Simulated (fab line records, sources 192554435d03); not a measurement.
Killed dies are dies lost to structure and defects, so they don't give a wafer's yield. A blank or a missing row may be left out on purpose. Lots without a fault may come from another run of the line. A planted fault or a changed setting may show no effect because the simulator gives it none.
fab line records | flow n5_finfet
record lots=24 wafers=72 last_day=18
route steps=1938 shown BEOL_M9@1468 BEOL_M10@1470
lots that met no fault: from a run of the same line without faults
start_h: hours from the record's first day to the start of the lot's first wafer shown | wait_h: hours since the lot's step before | " the same as in the row above | L1.1+2: a row that stands for several wafers | - no value, or no start given | * or withheld: withheld | < > ~ a bound
route shown NAME@n: a module of which the file shows steps, and the number in the route of the first | usual: mean/standard deviation of fault-free wafers | same: alike in all rows | chamber/n: place in a boat | sites: the reading at each site | _std_site: their standard deviation | _edge_site: outer sites' mean less inner sites' | radius_mm: how far each site lies from the wafer's centre | mask NAME#n: copy n | behind: the tool/chamber that last shaped the wafer | hold: why the lot was held/for how many hours/how that ended | device: the transistor (n, p or np) that didn't switch | end of line: the same wafers' tests at the end of the route | a step without rows: its recipe alone | killed: dies lost to structure and defects at the first sort, not the wafer's yield | map: a wafer's dies, x killed, . not, _ none there
set.NAME: the setting as run; set.NAME@STEP: as run at that earlier step | model.NAME: the simulator's own value behind a step, which no gauge read
steps of the route over a sample of lots; a table a step, a row a wafer
services: from which hour (start_h, from the record's first day; less than 0 if before it) a tool's chamber was out of use, for how many hours, and why
## steps
# step N5_BEOL_M9_RS_MEAS_57
# recipe thk_meas_gauge=four-point-probe reads=Cu_of_BEOL_M9_ECD_50+Co_of_BEOL_M9_CVD_78+TaN_of_BEOL_M9_ALD_74
# usual M9_RS=0.154/0.0039
# columns lot.wafer tool chamber start_h wait_h M9_RS[ohm/sq]
L074.1 film_metro-02 - 219.88 0.1 0.151
L074.4 " - " " 0.148
L074.6 " - " " 0.148
L075.3 film_metro-02 - 225.88 0.1 0.157
L075.4 " - " " 0.154
L075.5 " - " " 0.152
L076.3 film_metro-01 - 226.98 0.1 0.150
L076.4 " - " " 0.147
L076.6 " - " " 0.151
L077.3 film_metro-02 - 234.52 0.1 0.153
L077.4 " - " " 0.155
L077.6 " - " " 0.152
L078.2 film_metro-02 - 244.71 0.1 0.154
L078.4 " - " " 0.152
L078.6 " - " " 0.154
L079.1 film_metro-01 - 253.88 0.1 0.157
L079.2 " - " " 0.155
L079.4 " - " " 0.154
L081.2 film_metro-01 - 262.21 0.1 0.148
L081.4 " - " " 0.153
L081.6 " - " " 0.150
L080.1 film_metro-02 - 285.36 0.1 0.161
L080.3 " - " " 0.150
L080.6 " - " " 0.159
L083.1 film_metro-01 - 288.13 0.1 0.157
L083.4 " - " " 0.156
L083.5 " - " " 0.162
L082.1 film_metro-01 - 297.02 0.1 0.150
L082.2 " - " " 0.152
L082.6 " - " " 0.151
L085.2 film_metro-02 - 300.55 0.1 0.150
L085.4 " - " " 0.159
L085.5 " - " " 0.157
L086.1 film_metro-01 - 309.63 0.1 0.151
L086.3 " - " " 0.154
L086.5 " - " " 0.154
L087.3 film_metro-02 - 309.91 0.1 0.160
L087.4 " - " " 0.154
L087.6 " - " " 0.150
L084.3 film_metro-02 - 314.92 0.1 0.152
L084.5 " - " " 0.152
L084.6 " - " " 0.152
L089.4 film_metro-02 - 333.32 0.0 0.152
L089.5 " - " " 0.156
L089.6 " - " " 0.151
L088.2 film_metro-02 - 336.29 0.1 0.158
L088.5 " - " " 0.156
L088.6 " - " " 0.159
L091.1 film_metro-02 - 338.29 0.1 0.156
L091.2 " - " " 0.150
L091.3 " - " " 0.155
L094.1 film_metro-01 - 342.65 0.1 0.157
L094.4 " - " " 0.156
L094.6 " - " " 0.156
L090.1 film_metro-02 - 354.49 0.1 0.163
L090.3 " - " " 0.150
L090.5 " - " " 0.149
L096.2 film_metro-02 - 360.95 0.1 0.160
L096.4 " - " " 0.160
L096.6 " - " " 0.156
L092.3 film_metro-02 - 361.74 0.1 0.154
L092.5 " - " " 0.149
L092.6 " - " " 0.155
L093.2 film_metro-01 - 363.69 0.1 0.158
L093.5 " - " " 0.159
L093.6 " - " " 0.154
L095.1 film_metro-02 - 368.26 0.1 0.157
L095.3 " - " " 0.152
L095.4 " - " " 0.155
L097.1 film_metro-02 - 375.33 0.1 0.150
L097.5 " - " " 0.153
L097.6 " - " " 0.155
# step N5_BEOL_M10_ILD_DEP_00
# recipe material=SiCOH_lowk target_thk_a=3085.1 temp_c=300 precursor=DEMS/porogen pressure_torr=5 rf_w=500 time_s=58
# usual heater_power_w=327/64 showerhead_plenum_p_Torr=5.738/0.017 throttle_valve_pct=13.6/0.51
# columns lot.wafer tool chamber start_h wait_h heater_power_w showerhead_plenum_p_Torr throttle_valve_pct
L074.1 pecvd-02 1 219.94 0.0 444 5.753 14.1
L074.4 " 0 " " 240 5.729 13.1
L074.6 " 2 " " 322 5.729 13.9
L075.3 pecvd-02 2 225.94 0.0 355 5.719 13.7
L075.4 " 1 " " 364 5.754 14.0
L075.5 " 2 " " 358 5.716 13.8
L076.3 pecvd-03 1 227.04 0.0 350 5.755 14.6
L076.4 " 2 " " 290 5.722 13.5
L076.6 " 0 " " 342 5.764 13.8
L077.3 pecvd-01 2 234.58 0.0 313 5.737 12.7
L077.4 " 1 " " 263 5.729 13.7
L077.6 " 0 " " 328 5.753 13.7
L078.2 pecvd-02 2 244.77 0.0 340 5.727 13.6
L078.4 " 1 " " 392 5.750 13.9
L078.6 " 2 " " 357 5.727 13.7
L079.1 pecvd-03 1 253.95 0.0 300 5.755 14.2
L079.2 " 2 " " 336 5.719 13.3
L079.4 " 1 " " 316 5.742 14.5
L081.2 pecvd-02 2 262.28 0.0 300 5.717 13.7
L081.4 " 2 " " 304 5.731 13.5
L081.6 " 0 " " 265 5.730 13.0
L080.1 pecvd-01 2 285.42 0.0 341 5.746 12.7
L080.3 " 1 " " 229 5.702 13.3
L080.6 " 0 " " 346 5.753 14.0
L083.1 pecvd-01 2 288.19 0.0 353 5.737 12.7
L083.4 " 2 " " 357 5.759 12.5
L083.5 " 0 " " 326 5.771 13.9
L082.1 pecvd-02 1 297.08 0.0 375 5.746 13.7
L082.2 " 0 " " 271 5.743 13.1
L082.6 " 0 " " 213 5.733 12.9
L085.2 pecvd-02 2 300.62 0.0 346 5.729 13.9
L085.4 " 2 " " 351 5.723 13.9
L085.5 " 2 " " 347 5.729 13.8
L086.1 pecvd-02 0 309.70 0.0 211 5.738 12.8
L086.3 " 1 " " 384 5.751 14.0
L086.5 " 2 " " 338 5.719 13.5
L087.3 pecvd-03 0 309.97 0.0 389 5.765 13.7
L087.4 " 0 " " 384 5.762 13.7
L087.6 " 1 " " 383 5.756 14.8
L084.3 pecvd-01 0 314.98 0.0 333 5.742 13.6
L084.5 " 0 " " 341 5.753 13.9
L084.6 " 1 " " 250 5.718 13.6
L089.4 pecvd-02 1 333.41 0.1 416 5.746 14.3
L089.5 " 0 " " 258 5.743 12.9
L089.6 " 2 " " 289 5.717 14.0
L088.2 pecvd-02 0 336.35 0.0 212 5.741 12.8
L088.5 " 1 " " 397 5.755 13.9
L088.6 " 2 " " 300 5.717 13.8
L091.1 pecvd-03 1 338.35 0.0 339 5.756 14.9
L091.2 " 0 " " 349 5.762 13.8
L091.3 " 2 " " 273 5.714 13.7
L094.1 pecvd-02 1 342.71 0.0 420 5.733 13.8
L094.4 " 0 " " 267 5.722 12.8
L094.6 " 1 " " 435 5.754 13.7
L090.1 pecvd-01 1 354.55 0.0 225 5.719 13.3
L090.3 " 0 " " 328 5.763 14.1
L090.5 " 0 " " 337 5.769 14.0
L096.2 pecvd-02 1 361.02 0.0 422 5.750 13.8
L096.4 " 0 " " 274 5.730 13.2
L096.6 " 2 " " 347 5.713 13.8
L092.3 pecvd-02 1 361.80 0.0 438 5.740 14.0
L092.5 " 2 " " 331 5.705 13.9
L092.6 " 1 " " 446 5.746 14.2
L093.2 pecvd-01 0 363.75 0.0 316 5.762 14.1
L093.5 " 2 " " 320 5.750 12.7
L093.6 " 1 " " 258 5.704 13.4
L095.1 pecvd-02 1 368.32 0.0 444 5.766 13.7
L095.3 " 2 " " 301 5.718 13.9
L095.4 " 2 " " 305 5.718 13.9
L097.1 pecvd-02 2 375.39 0.0 287 5.716 13.8
L097.5 " 0 " " 208 5.723 12.8
L097.6 " 1 " " 441 5.748 13.8
# step N5_BEOL_M10_THK_MEAS_01
# recipe reads=SiCOH_lowk_of_BEOL_M10_ILD_DEP_00
# usual M10_ILD_THK=266/4
# columns lot.wafer tool chamber start_h wait_h M10_ILD_THK[nm]
L074.1 film_metro-02 - 220.53 0.4 254
L074.4 " - " " 266
L074.6 " - " " 271
L075.3 film_metro-02 - 227.02 0.5 268
L075.4 " - " " 261
L075.5 " - " " 271
L076.3 film_metro-02 - 228.11 0.5 268
L076.4 " - " " 273
L076.6 " - " " 275
L077.3 film_metro-02 - 235.17 0.3 261
L077.4 " - " " 272
L077.6 " - " " 266
L078.2 film_metro-01 - 245.37 0.4 267
L078.4 " - " " 265
L078.6 " - " " 274
L079.1 film_metro-02 - 255.02 0.8 266
L079.2 " - " " 264
L079.4 " - " " 271
L081.2 film_metro-01 - 263.21 0.4 265
L081.4 " - " " 268
L081.6 " - " " 264
L080.1 film_metro-01 - 286.01 0.4 265
L080.3 " - " " 269
L080.6 " - " " 273
L083.1 film_metro-01 - 289.26 0.8 266
L083.4 " - " " 270
L083.5 " - " " 268
L082.1 film_metro-01 - 298.15 0.8 261
L082.2 " - " " 264
L082.6 " - " " 267
L085.2 film_metro-01 - 301.24 0.4 269
L085.4 " - " " 273
L085.5 " - " " 271
L086.1 film_metro-01 - 310.29 0.4 260
L086.3 " - " " 258
L086.5 " - " " 266
L087.3 film_metro-01 - 310.57 0.3 266
L087.4 " - " " 268
L087.6 " - " " 269
L084.3 film_metro-01 - 315.57 0.3 263
L084.5 " - " " 269
L084.6 " - " " 269
L089.4 film_metro-02 - 333.97 0.2 266
L089.5 " - " " 266
L089.6 " - " " 272
L088.2 film_metro-01 - 336.94 0.4 264
L088.5 " - " " 265
L088.6 " - " " 269
L091.1 film_metro-02 - 338.94 0.4 269
L091.2 " - " " 264
L091.3 " - " " 266
L094.1 film_metro-01 - 343.39 0.4 257
L094.4 " - " " 264
L094.6 " - " " 263
L090.1 film_metro-01 - 355.62 0.8 266
L090.3 " - " " 265
L090.5 " - " " 273
L096.2 film_metro-01 - 361.61 0.4 263
L096.4 " - " " 268
L096.6 " - " " 269
L092.3 film_metro-01 - 362.88 0.5 263
L092.5 " - " " 271
L092.6 " - " " 266
L093.2 film_metro-02 - 364.82 0.7 273
L093.5 " - " " 271
L093.6 " - " " 276
L095.1 film_metro-02 - 368.91 0.4 263
L095.3 " - " " 267
L095.4 " - " " 266
L097.1 film_metro-02 - 375.98 0.4 264
L097.5 " - " " 267
L097.6 " - " " 265
# step N5_BEOL_M10_PECVD_70
# recipe material=SiO2 target_thk_a=200 temp_c=400 precursor=TEOS/O2 pressure_torr=5.5 rf_w=450 teos_flow_sccm=53.8 gas=O2 flow_sccm=3000 time_s=22.7
# usual heater_power_w=747/100 showerhead_plenum_p_Torr=8.79/0.071 throttle_valve_pct=22.0/0.87
# columns lot.wafer tool chamber start_h wait_h heater_power_w showerhead_plenum_p_Torr throttle_valve_pct
L074.1 pecvd-03 2 220.57 0.0 733 8.67 21.4
L074.4 " 0 " " 817 8.90 21.9
L074.6 " 1 " " 735 8.83 23.7
L075.3 pecvd-01 1 227.07 0.1 619 8.72 21.8
L075.4 " 0 " " 775 8.86 22.3
L075.5 " 0 " " 744 8.87 22.4
L076.3 pecvd-03 1 228.15 0.0 777 8.83 23.9
L076.4 " 0 " " 747 8.88 22.0
L076.6 " 2 " " 680 8.70 21.3
L077.3 pecvd-01 2 235.21 0.0 832 8.85 20.4
L077.4 " 1 " " 626 8.73 21.9
L077.6 " 2 " " 671 8.82 20.3
L078.2 pecvd-01 0 245.41 0.0 721 8.87 22.1
L078.4 " 1 " " 532 8.75 21.7
L078.6 " 2 " " 742 8.84 20.5
L079.1 pecvd-01 0 255.05 0.0 766 8.87 22.2
L079.2 " 1 " " 600 8.72 21.9
L079.4 " 2 " " 814 8.84 20.2
L081.2 pecvd-02 1 263.24 0.0 967 8.81 22.8
L081.4 " 1 " " 959 8.81 22.6
L081.6 " 2 " " 667 8.73 22.2
L080.1 pecvd-01 1 286.05 0.0 619 8.72 21.8
L080.3 " 0 " " 803 8.88 22.6
L080.6 " 1 " " 614 8.72 21.7
L083.1 pecvd-01 0 289.30 0.0 752 8.87 22.6
L083.4 " 2 " " 787 8.83 20.5
L083.5 " 0 " " 752 8.85 22.5
L082.1 pecvd-03 2 298.19 0.0 721 8.70 21.6
L082.2 " 0 " " 835 8.92 22.4
L082.6 " 0 " " 843 8.91 22.3
L085.2 pecvd-02 2 301.27 0.0 746 8.73 22.2
L085.4 " 2 " " 752 8.72 22.3
L085.5 " 1 " " 960 8.83 22.4
L086.1 pecvd-02 1 310.32 0.0 798 8.83 22.7
L086.3 " 0 " " 651 8.74 20.9
L086.5 " 1 " " 783 8.84 22.9
L087.3 pecvd-02 1 310.60 0.0 873 8.82 22.9
L087.4 " 1 " " 860 8.83 22.7
L087.6 " 2 " " 810 8.73 22.2
L084.3 pecvd-03 2 315.61 0.0 638 8.65 21.8
L084.5 " 2 " " 652 8.64 21.9
L084.6 " 1 " " 785 8.84 23.4
L089.4 pecvd-01 0 334.02 0.1 755 8.86 22.4
L089.5 " 2 " " 760 8.84 20.8
L089.6 " 1 " " 635 8.74 21.7
L088.2 pecvd-01 2 336.98 0.0 814 8.83 20.6
L088.5 " 1 " " 651 8.74 21.8
L088.6 " 2 " " 804 8.84 20.4
L091.1 pecvd-01 1 338.98 0.0 607 8.70 21.8
L091.2 " 0 " " 754 8.85 22.4
L091.3 " 2 " " 717 8.81 20.5
L094.1 pecvd-03 0 343.43 0.0 845 8.89 22.5
L094.4 " 0 " " 852 8.90 22.3
L094.6 " 1 " " 784 8.82 23.8
L090.1 pecvd-01 1 355.66 0.0 539 8.72 21.6
L090.3 " 2 " " 846 8.83 20.6
L090.5 " 2 " " 834 8.84 20.8
L096.2 pecvd-02 0 361.64 0.0 590 8.77 20.7
L096.4 " 0 " " 594 8.76 21.0
L096.6 " 1 " " 933 8.82 22.9
L092.3 pecvd-02 2 362.91 0.0 817 8.73 22.4
L092.5 " 0 " " 632 8.74 21.0
L092.6 " 1 " " 964 8.82 22.4
L093.2 pecvd-03 1 364.86 0.0 805 8.83 23.5
L093.5 " 0 " " 891 8.89 22.5
L093.6 " 2 " " 764 8.65 21.9
L095.1 pecvd-01 2 368.95 0.0 755 8.82 20.6
L095.3 " 0 " " 785 8.86 22.7
L095.4 " 1 " " 632 8.71 21.8
L097.1 pecvd-02 0 376.02 0.0 571 8.77 20.9
L097.5 " 2 " " 757 8.72 22.3
L097.6 " 1 " " 970 8.84 22.5
# step N5_BEOL_M10_INSPECT_30
# recipe mode=adi inspect_instrument=brightfield
# usual raw_defect_count=401/94
# columns lot.wafer tool chamber start_h wait_h raw_defect_count
L074.1 defect_inspect-01 - 224.16 0.0 328
L074.4 " - " " 453
L074.6 " - " " 386
L075.3 defect_inspect-01 - 231.74 0.0 381
L075.4 " - " " 515
L075.5 " - " " 469
L076.3 defect_inspect-01 - 232.42 0.0 603
L076.4 " - " " 433
L076.6 " - " " 640
L077.3 defect_inspect-02 - 238.65 0.0 396
L077.4 " - " " 451
L077.6 " - " " 402
L078.2 defect_inspect-01 - 248.73 0.0 497
L078.4 " - " " 418
L078.6 " - " " 594
L079.1 defect_inspect-02 - 256.95 0.0 323
L079.2 " - " " 309
L079.4 " - " " 253
L081.2 defect_inspect-02 - 270.29 0.0 408
L081.4 " - " " 307
L081.6 " - " " 373
L080.1 defect_inspect-01 - 290.01 0.0 319
L080.3 " - " " 431
L080.6 " - " " 342
L083.1 defect_inspect-01 - 292.23 0.0 454
L083.4 " - " " 368
L083.5 " - " " 427
L082.1 defect_inspect-01 - 301.81 0.0 428
L082.2 " - " " 431
L082.6 " - " " 462
L085.2 defect_inspect-01 - 303.84 0.0 417
L085.4 " - " " 538
L085.5 " - " " 538
L086.1 defect_inspect-02 - 315.80 0.0 465
L086.3 " - " " 619
L086.5 " - " " 384
L087.3 defect_inspect-02 - 315.96 0.0 306
L087.4 " - " " 352
L087.6 " - " " 376
L084.3 defect_inspect-02 - 318.75 0.0 542
L084.5 " - " " 538
L084.6 " - " " 420
L089.4 defect_inspect-01 - 336.36 0.0 621
L089.5 " - " " 469
L089.6 " - " " 401
L088.2 defect_inspect-02 - 339.29 0.0 362
L088.5 " - " " 339
L088.6 " - " " 323
L091.1 defect_inspect-01 - 341.60 0.0 383
L091.2 " - " " 475
L091.3 " - " " 443
L094.1 defect_inspect-02 - 350.78 0.0 321
L094.4 " - " " 271
L094.6 " - " " 279
L090.1 defect_inspect-01 - 358.88 0.0 392
L090.3 " - " " 336
L090.5 " - " " 551
L096.2 defect_inspect-02 - 366.22 0.0 462
L096.4 " - " " 478
L096.6 " - " " 340
L092.3 defect_inspect-02 - 366.57 0.0 262
L092.5 " - " " 198
L092.6 " - " " 302
L093.2 defect_inspect-01 - 367.51 0.0 422
L093.5 " - " " 422
L093.6 " - " " 365
L095.1 defect_inspect-01 - 372.74 0.0 334
L095.3 " - " " 352
L095.4 " - " " 341
L097.1 defect_inspect-02 - 378.48 0.0 352
L097.5 " - " " 376
L097.6 " - " " 249
# step N5_BEOL_M10_ETCH_41
# recipe chemistry=CH3F/O2 target=SiCN target_depth_a=426 taper_deg=2 time_s=86 ion_energy_ev=120 mask_material=TiN pressure_mtorr=30 source_w=395 bias_w=75 Ar_flow_sccm=150 CH3F_flow_sccm=30 O2_flow_sccm=20
# usual bias_w=75.01/0.23 drypump_motor_current_A=6.0/0.54 oes_product_au=0.77/0.08 rf_vpp_V=297.2/1.5 showerhead_plenum_p_Torr=2.00/0.058 throttle_valve_pct=16.36/0.21
# columns lot.wafer tool chamber start_h wait_h bias_w drypump_motor_current_A oes_product_au rf_hours_counter_h rf_vpp_V showerhead_plenum_p_Torr throttle_valve_pct
L074.1 rie_diel-05 2 - - 74.98 6.2 0.70 212 296.1 1.99 16.72
L074.4 " 3 " " 75.11 5.5 0.84 64 297.3 1.96 16.24
L074.6 " 2 " " 74.94 6.2 0.71 - 298.5 1.99 16.73
L075.3 rie_diel-02 2 - - 74.94 6.1 0.76 129 297.5 2.00 16.31
L075.4 " 3 " " 74.55 5.7 0.70 222 297.3 1.99 16.60
L075.5 " 3 " " 75.12 5.7 0.70 - 297.2 1.99 16.59
L076.3 rie_diel-02 2 - - 75.15 6.1 0.75 129 298.1 2.00 16.33
L076.4 " 0 " " 75.37 5.7 0.77 166 298.5 2.00 16.44
L076.6 " 0 " " 75.23 5.7 0.77 - 296.8 2.00 16.43
L077.3 rie_diel-05 3 - - 75.02 5.5 0.83 66 297.1 1.96 16.24
L077.4 " 1 " " 74.96 6.7 0.75 - 298.9 2.02 16.09
L077.6 " 0 " " 74.57 6.4 0.81 - 296.8 2.02 16.40
L078.2 rie_diel-05 0 - - 75.18 6.4 0.80 120 297.2 2.02 16.40
L078.4 " 1 " " 75.09 6.7 0.74 138 299.0 2.02 16.09
L078.6 " 0 " " 75.18 6.4 0.80 - 297.0 2.02 16.38
L079.1 rie_diel-05 3 - - 74.76 5.5 0.82 73 296.3 1.95 16.25
L079.2 " 2 " " 75.15 6.2 0.70 221 296.2 1.99 16.73
L079.4 " 0 " " 74.78 6.5 0.80 123 297.5 2.02 16.40
L081.2 rie_diel-02 0 - - 75.06 5.7 0.75 180 296.4 1.99 16.46
L081.4 " 1 " " 74.96 6.7 0.78 112 299.3 2.11 16.13
L081.6 " 1 " " 74.71 6.7 0.79 - 299.2 2.11 16.15
L080.1 rie_diel-02 1 - - 74.80 6.7 0.78 118 299.9 2.11 16.13
L080.3 " 2 " " 75.03 6.1 0.74 149 296.5 2.00 16.33
L080.6 " 1 " " 74.56 6.7 0.79 - 299.4 2.11 16.13
L083.1 rie_diel-05 3 - - 74.86 5.4 0.81 84 296.2 1.95 16.26
L083.4 " 1 " " 75.22 6.7 0.73 151 298.6 2.02 16.14
L083.5 " 3 " " 74.64 5.4 0.80 - 294.0 1.95 16.27
L082.1 rie_diel-06 3 - - 75.13 5.0 0.69 217 294.7 1.90 16.07
L082.2 " 1 " " 75.56 5.5 0.67 231 296.2 1.89 16.80
L082.6 " 3 " " 75.37 5.0 0.69 - 295.8 1.90 16.08
L085.2 rie_diel-02 1 - - 75.14 6.7 0.77 123 300.4 2.10 16.15
L085.4 " 1 " " 74.92 6.7 0.78 - 299.6 2.10 16.16
L085.5 " 3 " " 75.19 5.7 0.68 - 297.3 1.98 16.65
L086.1 rie_diel-02 0 - - 75.22 5.7 0.74 190 297.0 1.99 16.48
L086.3 " 1 " " 74.91 6.7 0.77 127 299.5 2.10 16.16
L086.5 " 1 " " 74.76 6.7 0.77 - 299.2 2.10 16.16
L087.3 rie_diel-06 0 - - 74.99 5.8 0.94 5 301.0 2.12 16.22
L087.4 " 1 " " 75.04 5.5 0.68 - 296.0 1.89 16.81
L087.6 " 0 " " 75.03 5.8 0.94 - 298.0 2.12 16.21
L084.3 rie_diel-02 2 - - 74.65 6.1 0.73 160 297.3 1.99 16.37
L084.5 " 0 " " 75.24 5.7 0.73 - 297.0 1.99 16.49
L084.6 " 1 " " 75.03 6.8 0.76 - 299.0 2.10 16.17
L089.4 rie_diel-05 3 - - 74.93 5.5 0.79 99 296.6 1.94 16.31
L089.5 " 3 " " 75.09 5.5 0.78 - 296.8 1.94 16.29
L089.6 " 2 " " 74.81 6.2 0.68 - 295.4 1.98 16.78
L088.2 rie_diel-06 1 - - 75.27 5.5 0.67 244 294.7 1.89 16.82
L088.5 " 0 " " 74.73 5.8 0.92 - 300.1 2.12 16.22
L088.6 " 1 " " 75.26 5.5 0.68 - 293.8 1.89 16.81
L091.1 rie_diel-02 2 - - 74.75 6.1 0.72 170 296.8 1.99 16.38
L091.2 " 0 " " 75.34 5.7 0.74 202 297.3 1.98 16.51
L091.3 " 3 " " 75.34 5.7 0.98 4 295.4 1.98 16.17
L094.1 rie_diel-05 1 - - 75.01 6.7 0.71 172 297.1 2.01 16.15
L094.4 " 3 " " 75.34 5.4 0.79 - 297.2 1.94 16.30
L094.6 " 0 " " 74.93 6.5 0.77 - 296.8 2.01 16.46
L090.1 rie_diel-02 2 - - 74.66 6.1 0.71 176 297.4 1.99 16.41
L090.3 " 1 " " 75.10 6.7 0.76 144 301.2 2.10 16.18
L090.5 " 2 " " 74.69 6.1 0.72 - 297.7 1.99 16.39
L096.2 rie_diel-06 2 - - 74.58 4.9 0.92 12 298.3 2.05 16.35
L096.4 " 3 " " 74.93 5.0 0.68 - 294.7 1.90 16.10
L096.6 " 2 " " 74.59 4.9 0.92 - 297.1 2.05 16.37
L092.3 rie_diel-05 1 - - 75.06 6.7 0.70 178 296.1 2.01 16.17
L092.5 " 2 " " 75.25 6.3 0.97 - 295.9 1.98 16.32
L092.6 " 1 " " 75.23 6.7 0.70 - 296.2 2.01 16.18
L093.2 rie_diel-05 0 - - 75.13 6.4 0.76 161 297.6 2.01 16.46
L093.5 " 1 " " 74.91 6.7 0.71 - 296.3 2.01 16.18
L093.6 " 2 " " 74.93 6.2 0.97 - 296.9 1.98 16.32
L095.1 rie_diel-05 1 - - 75.16 6.6 0.72 180 297.0 2.01 16.18
L095.3 " 3 " " 75.09 5.5 0.78 113 296.5 1.94 16.32
L095.4 " 0 " " 75.11 6.4 0.77 162 297.9 2.01 16.47
L097.1 rie_diel-05 3 - - 74.82 5.4 0.78 115 295.7 1.94 16.34
L097.5 " 1 " " 75.13 6.7 0.71 - 297.1 2.01 16.19
L097.6 " 0 " " 75.15 6.4 0.76 - 296.6 2.01 16.47
## services
# columns tool chamber start_h hours kind
pecvd-01 1 196.01 2.1 scheduled_down
pecvd-01 2 205.26 - clean
pecvd-01 2 205.26 - consumable_replace:showerhead
pecvd-01 2 205.26 29.0 scheduled_down
pecvd-01 2 205.26 29.0 vent_cycle
rie_diel-02 - 212.23 1.0 repair
pecvd-03 0 222.15 4.3 repair
rie_diel-06 - 227.77 0.4 repair
rie_diel-05 3 229.94 6.9 repair
rie_diel-05 2 235.44 7.4 repair
pecvd-03 - 250.63 0.8 pm
rie_diel-05 - 260.09 1.4 repair
pecvd-02 - 282.92 1.1 repair
rie_diel-02 0 294.09 10.7 repair
pecvd-02 0 299.03 5.5 scheduled_down
rie_diel-06 1 306.01 2.9 repair
rie_diel-02 3 315.16 - clean
rie_diel-05 2 344.72 - clean
rie_diel-05 2 344.72 - consumable_replace:focus_ring
rie_diel-05 2 344.72 15.0 scheduled_down
rie_diel-05 2 344.72 15.0 vent_cycle
pecvd-03 - 346.25 0.7 repair
pecvd-02 0 347.90 2.1 scheduled_down
pecvd-02 - 368.91 5.5 pm
## key
fault none
